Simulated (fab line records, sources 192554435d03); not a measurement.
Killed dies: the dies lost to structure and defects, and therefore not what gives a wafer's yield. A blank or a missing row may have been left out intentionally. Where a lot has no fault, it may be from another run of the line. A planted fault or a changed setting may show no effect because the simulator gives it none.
fab line records	flow n5-finfet
record: lots: 11	wafers: 30	last-day: 18
route steps=1938 shown BEOL_M9@1457 BEOL_M10@1487
lots untouched by any fault: they come from a run of this same line in which no faults occurred
start-h: start of the lot's first displayed wafer, in hours after the record's first day	wait-h: hours elapsed since this lot's preceding step	" unchanged from the row above	L1.1+2: a single row standing in for several wafers	- no value, or no start given	* or withheld: withheld	< > ~ a bound
route shown NAME@n: NAME is a module with steps in the file, n the number in the route of the first one	usual: mean/standard deviation of fault-free wafers	same: alike in all rows	chamber/n: place in a boat	sites: each site's reading	_std_site: how widely they spread, as a standard deviation	_edge_site: the outer-site mean with the inner-site mean subtracted	radius-mm: how far each site lies from the wafer's centre	mask NAME#n: copy n	behind: the tool/chamber that last shaped the wafer	hold: the reason the lot was held/the length of the hold in hours/how it ended	device: transistor that didn't switch, given as n, p or np	end of line: at the end of the route, the tests of the same wafers	for a step that has no rows: nothing shown but its recipe	killed: dies lost to structure and defects at the first sort, not the wafer's yield	map: a wafer's dies, marking killed ones x, the rest . and places with no die _
set.NAME: the setting as run; set.NAME@STEP: as run at that earlier step	model.NAME: the simulator's own value behind a step, which no gauge read
the route's steps for a sample of lots (tables are steps, rows are wafers)
services: when a tool's chamber went out of use (start-h, in hours from the record's first day, below 0 if earlier), for how many hours, and the reason
== steps ==
step: N5_BEOL_M9_PRE_CLEAN_45
recipe: gas: H2/He	time-s: 30	temp-c: 250
usual: heater-power-w: 338/22
lot.wafer	tool	chamber	start-h	wait-h	heater-power-w
L291.2	pvd-sputter-03	-	248.66	0.0	366
L291.3	"	-	"	"	315
L289.1	pvd-sputter-03	-	251.72	0.0	309
L289.3	"	-	"	"	370
L289.5	"	-	"	"	366
L290.1	pvd-sputter-02	-	255.80	0.0	335
L290.4	"	-	"	"	307
L290.6	"	-	"	"	339
L292.2	pvd-sputter-02	-	255.96	0.0	332
L292.3	"	-	"	"	328
L292.4	"	-	"	"	307
L295.1	pvd-sputter-02	-	279.47	0.0	305
L295.3	"	-	"	"	371
L295.4	"	-	"	"	349
L294.2	pvd-sputter-02	-	279.71	0.0	334
L294.3	"	-	"	"	376
L294.5	"	-	"	"	325
L298.1	pvd-sputter-03	-	306.46	0.0	366
L298.2	"	-	"	"	308
L304.2	pvd-sputter-03	-	351.79	0.0	315
L304.3	"	-	"	"	369
L304.5	"	-	"	"	323
L305.1	pvd-sputter-03	-	352.19	0.0	318
L305.6	"	-	"	"	369
L307.2	pvd-sputter-01	-	354.81	0.0	319
L307.3	"	-	"	"	337
L307.6	"	-	"	"	315
L308.1	pvd-sputter-03	-	367.17	0.0	315
L308.3	"	-	"	"	372
L308.5	"	-	"	"	324
step: N5_BEOL_M10_ETCH_61
recipe: chemistry: CF4	target: SiARC	target-depth-a: 390	mask-material: CAR-ArF	time-s: 65	ion-energy-ev: 80	pressure-mtorr: 40	source-w: 545	bias-w: 36	Ar_flow_sccm: 100	cf4-flow-sccm: 100	ends: cleared
usual: drypump-motor-current-A: 5.7/0.54	etch-rf-on-time-s: 65.0/1.3	oes-product-au: 0.69/0.07	rf-vpp-V: 183.8/1.2	showerhead-plenum-p-Torr: 2.13/0.075	throttle-valve-pct: 15.58/0.17
lot.wafer	tool	chamber	start-h	wait-h	drypump-motor-current-A	etch-rf-on-time-s	oes-product-au	rf-hours-counter-h	rf-vpp-V	showerhead-plenum-p-Torr	throttle-valve-pct
L291.2	rie-diel-06	3	252.94	0.0	5.0	62.7	0.76	51	186.4	2.27	15.79
L291.3	"	1	"	"	5.9	62.4	0.75	62	185.7	2.27	15.55
L289.1	rie-diel-03	0	255.98	0.0	5.2	65.0	0.65	133	186.1	2.23	15.70
L289.3	"	1	"	"	6.3	65.7	0.65	126	184.7	2.16	15.38
L289.5	"	2	"	"	5.6	66.9	0.69	-	184.3	2.07	15.71
L290.1	rie-diel-06	1	260.96	0.0	5.9	63.2	0.74	66	185.1	2.27	15.55
L290.4	"	3	"	"	4.9	63.3	0.77	54	184.9	2.27	15.80
L290.6	"	2	"	"	5.3	62.5	0.81	-	185.2	2.18	15.41
L292.2	rie-diel-03	3	260.97	0.0	5.7	64.1	0.67	121	183.2	2.06	15.42
L292.3	"	2	"	"	5.6	67.1	0.68	100	184.0	2.07	15.72
L292.4	"	0	"	"	5.2	65.3	0.65	135	184.9	2.23	15.72
L294.2	rie-diel-03	3	284.25	0.0	5.7	65.7	0.66	130	183.1	2.06	15.45
L294.3	"	0	"	"	5.2	66.1	0.64	144	184.5	2.23	15.74
L294.5	"	3	"	"	5.7	65.1	0.66	-	182.1	2.06	15.43
L295.1	rie-diel-03	0	284.64	0.0	5.2	65.2	0.64	144	184.8	2.23	15.74
L295.3	"	3	"	"	5.7	80.0	0.59	130	182.5	2.06	15.44
L295.4	"	1	"	"	6.3	64.7	0.65	133	184.3	2.15	15.38
L298.1	rie-diel-03	3	312.21	0.0	5.7	64.8	0.66	139	184.4	2.06	15.48
L298.2	"	2	"	"	5.6	82.0	0.60	118	183.8	2.06	15.75
L304.2	rie-diel-06	3	356.84	0.0	4.9	64.0	0.72	86	186.6	2.26	15.87
L304.3	"	0	"	"	5.3	65.1	0.70	76	184.5	2.16	15.58
L304.5	"	2	"	"	5.4	62.7	0.75	-	183.9	2.17	15.48
L305.1	rie-diel-06	0	357.92	0.0	5.2	65.1	0.70	77	184.5	2.16	15.57
L305.6	"	1	"	"	5.9	63.5	0.71	-	185.4	2.26	15.63
L307.2	rie-diel-04	0	358.51	0.0	5.0	65.6	0.64	158	182.0	2.05	15.71
L307.3	"	1	"	"	5.7	65.0	0.61	241	183.1	2.03	15.50
L307.6	"	3	"	"	5.8	63.9	0.83	-	183.6	2.12	15.22
L308.1	rie-diel-04	2	371.17	0.0	6.8	66.2	0.78	19	183.3	2.10	15.65
L308.3	"	0	"	"	5.0	65.9	0.64	162	181.5	2.05	15.72
L308.5	"	0	"	"	5.0	65.8	0.64	-	183.3	2.05	15.73
step: N5_BEOL_M10_ETCH_62
recipe: chemistry: N2/H2	target: SOC	target-depth-a: 1100	overetch-a: 220	mask-material: SiARC	temp-c: 40	time-s: 165	ion-energy-ev: 200	pressure-mtorr: 30	source-w: 840	bias-w: 150	n2-flow-sccm: 200	h2-flow-sccm: 200
usual: drypump-motor-current-A: 5.7/0.54	h2-flow-sccm: 199.9/0.55	oes-product-au: 0.68/0.066	rf-vpp-V: 523.4/2.8	showerhead-plenum-p-Torr: 2.52/0.088	throttle-valve-pct: 17.72/0.22
lot.wafer	tool	chamber	start-h	wait-h	drypump-motor-current-A	h2-flow-sccm	oes-product-au	rf-hours-counter-h	rf-vpp-V	showerhead-plenum-p-Torr	throttle-valve-pct
L291.2	rie-diel-06	3	252.99	0.0	5.0	200.5	0.75	51	528.5	2.68	17.78
L291.3	"	1	"	"	5.9	199.4	0.73	62	528.6	2.70	17.72
L289.1	rie-diel-03	0	256.03	0.0	5.1	199.1	0.66	134	527.0	2.63	17.77
L289.3	"	1	"	"	6.3	200.3	0.66	126	524.9	2.54	17.41
L289.5	"	2	"	"	5.6	199.5	0.69	-	521.9	2.45	17.95
L290.1	rie-diel-06	1	261.01	0.0	5.9	200.0	0.73	66	528.8	2.70	17.71
L290.4	"	3	"	"	5.0	200.2	0.74	54	529.8	2.68	17.79
L290.6	"	2	"	"	5.3	199.7	0.78	-	525.1	2.58	17.54
L292.2	rie-diel-03	3	261.02	0.0	5.7	199.7	0.66	121	520.9	2.45	17.72
L292.3	"	2	"	"	5.6	200.4	0.69	100	521.6	2.45	17.95
L292.4	"	0	"	"	5.2	199.3	0.64	135	526.4	2.63	17.80
L294.2	rie-diel-03	3	284.30	0.0	5.7	200.6	0.66	130	520.2	2.44	17.73
L294.3	"	0	"	"	5.2	200.0	0.64	144	527.4	2.63	17.83
L294.5	"	3	"	"	5.7	200.7	0.66	-	520.6	2.44	17.73
L295.1	rie-diel-03	0	284.69	0.0	5.2	199.9	0.65	144	526.8	2.63	17.81
L295.3	"	3	"	"	5.7	201.6	0.65	130	521.2	2.44	17.74
L295.4	"	1	"	"	6.3	200.6	0.65	133	523.2	2.54	17.43
L298.1	rie-diel-03	3	312.26	0.0	5.7	199.8	0.66	139	521.0	2.44	17.76
L298.2	"	2	"	"	5.6	199.7	0.67	118	522.2	2.44	18.00
L304.2	rie-diel-06	3	356.89	0.0	5.0	199.8	0.71	86	527.1	2.66	17.84
L304.3	"	0	"	"	5.3	199.9	0.70	76	524.8	2.57	17.86
L304.5	"	2	"	"	5.4	199.2	0.73	-	525.3	2.56	17.56
L305.1	rie-diel-06	0	357.97	0.0	5.3	200.5	0.70	77	524.9	2.57	17.86
L305.6	"	1	"	"	5.9	200.1	0.70	-	527.5	2.68	17.77
L307.2	rie-diel-04	0	358.56	0.0	4.9	199.6	0.64	158	520.8	2.43	17.95
L307.3	"	1	"	"	5.7	198.7	0.60	241	518.9	2.40	17.58
L307.6	"	3	"	"	5.8	200.8	0.81	-	523.9	2.49	17.26
L308.1	rie-diel-04	2	371.22	0.0	6.8	199.5	0.77	19	522.7	2.49	17.90
L308.3	"	0	"	"	5.0	200.1	0.64	162	519.1	2.43	17.96
L308.5	"	0	"	"	5.0	200.9	0.64	-	522.3	2.43	17.97
step: N5_BEOL_M10_STRIP_19
recipe: chemistry: O2	power-w: 400	temp-c: 40	pressure-mtorr: 30	rf-frequency-hz: 6e+07	bias-power-w: 0	overash-fraction: 0.2	o2-flow-sccm: 225
usual: drypump-motor-current-A: 5.7/0.54	oes-product-au: 0.77/0.075	rf-vpp-V: 3.7/0.61	showerhead-plenum-p-Torr: 2.06/0.06	throttle-valve-pct: 16.65/0.21
lot.wafer	tool	chamber	start-h	wait-h	drypump-motor-current-A	oes-product-au	rf-hours-counter-h	rf-vpp-V	showerhead-plenum-p-Torr	throttle-valve-pct
L291.2	rie-diel-04	0	253.29	0.1	4.9	0.80	116	3.6	2.03	16.77
L291.3	"	3	"	"	5.8	0.69	213	4.0	2.08	16.61
L289.1	rie-diel-04	0	256.54	0.3	4.9	0.79	117	4.4	2.03	16.76
L289.3	"	2	"	"	6.8	0.65	241	4.1	2.05	17.09
L289.5	"	1	"	"	5.7	0.72	-	4.3	1.99	16.44
L290.1	rie-diel-06	3	261.31	0.1	5.0	0.88	54	3.3	2.22	16.82
L290.4	"	1	"	"	5.9	0.85	66	3.9	2.21	16.50
L290.6	"	1	"	"	5.9	0.87	-	3.4	2.21	16.51
L292.2	rie-diel-04	1	261.32	0.1	5.7	0.72	202	4.0	1.99	16.43
L292.3	"	2	"	"	6.7	0.66	243	4.5	2.05	17.10
L292.4	"	0	"	"	5.0	0.80	119	2.9	2.03	16.77
L294.2	rie-diel-03	1	284.86	0.3	6.3	0.77	133	4.4	2.08	16.31
L294.3	"	2	"	"	5.6	0.79	109	3.3	2.03	16.88
L294.5	"	1	"	"	6.3	0.78	-	4.8	2.08	16.32
L295.1	rie-diel-03	2	284.99	0.1	5.6	0.79	109	3.2	2.03	16.87
L295.3	"	3	"	"	5.7	0.76	130	2.9	2.01	16.51
L295.4	"	0	"	"	5.1	0.75	144	3.4	2.17	16.71
L298.1	rie-diel-03	0	312.61	0.1	5.2	0.73	153	4.4	2.17	16.72
L298.2	"	2	"	"	5.7	0.78	118	3.5	2.03	16.90
L304.2	rie-diel-04	0	357.56	0.4	4.9	0.75	158	3.7	2.02	16.86
L304.3	"	3	"	"	5.8	0.99	0	3.6	2.07	16.24
L304.5	"	3	"	"	5.8	0.99	-	3.5	2.06	16.23
L305.1	rie-diel-03	3	358.34	0.2	5.7	0.74	156	4.1	2.00	16.54
L305.6	"	2	"	"	5.6	0.75	-	3.7	2.02	16.94
L307.2	rie-diel-06	2	358.86	0.1	5.4	0.85	43	3.3	2.14	16.60
L307.3	"	1	"	"	5.9	0.81	98	4.1	2.19	16.54
L307.6	"	1	"	"	5.9	0.82	-	3.1	2.19	16.55
L308.1	rie-diel-03	2	371.63	0.2	5.6	0.76	145	5.2	2.02	16.95
L308.3	"	3	"	"	5.7	0.74	161	3.6	2.00	16.57
L308.5	"	1	"	"	6.3	0.74	-	2.8	2.07	16.37
== services ==
tool	chamber	start-h	hours	kind
rie-diel-03	1	265.87	8.3	repair
rie-diel-04	2	281.12	-	clean
rie-diel-04	2	281.12	-	consumable-replace:focus-ring
rie-diel-04	2	281.12	32.3	scheduled-down
rie-diel-04	2	281.12	32.3	vent-cycle
rie-diel-03	0	314.36	19.1	repair
rie-diel-03	1	319.35	9.5	repair
rie-diel-06	0	335.30	4.4	repair
rie-diel-03	3	338.59	11.0	repair
rie-diel-04	3	341.90	-	clean
rie-diel-04	3	341.90	-	consumable-replace:focus-ring
rie-diel-04	3	341.90	15.6	scheduled-down
rie-diel-04	3	341.90	15.6	vent-cycle
rie-diel-04	2	358.26	6.6	repair
== key ==
first-sign: step: N5_BEOL_M10_ETCH_61	reading: etch-rf-on-time-s	direction: up	sigmas: 12	usual: *	struck: *
effect none on later readings
met-at N5_BEOL_M10_ETCH_61
struck-lots L295,L298
struck-wafers L295.3,L298.2
not-acting-at N5_BEOL_M9_PRE_CLEAN_45,N5_BEOL_M10_ETCH_62,N5_BEOL_M10_STRIP_19
onset-between 284.25 284.64
fault: kind: process-parameter-drift	tool: rie-diel-03	chamber: -	onset-h: 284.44	steps: N5_BEOL_M10_ETCH_61	channel: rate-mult	offset: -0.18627	shape: step	end-h: 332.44	scope: struck-wafers-only
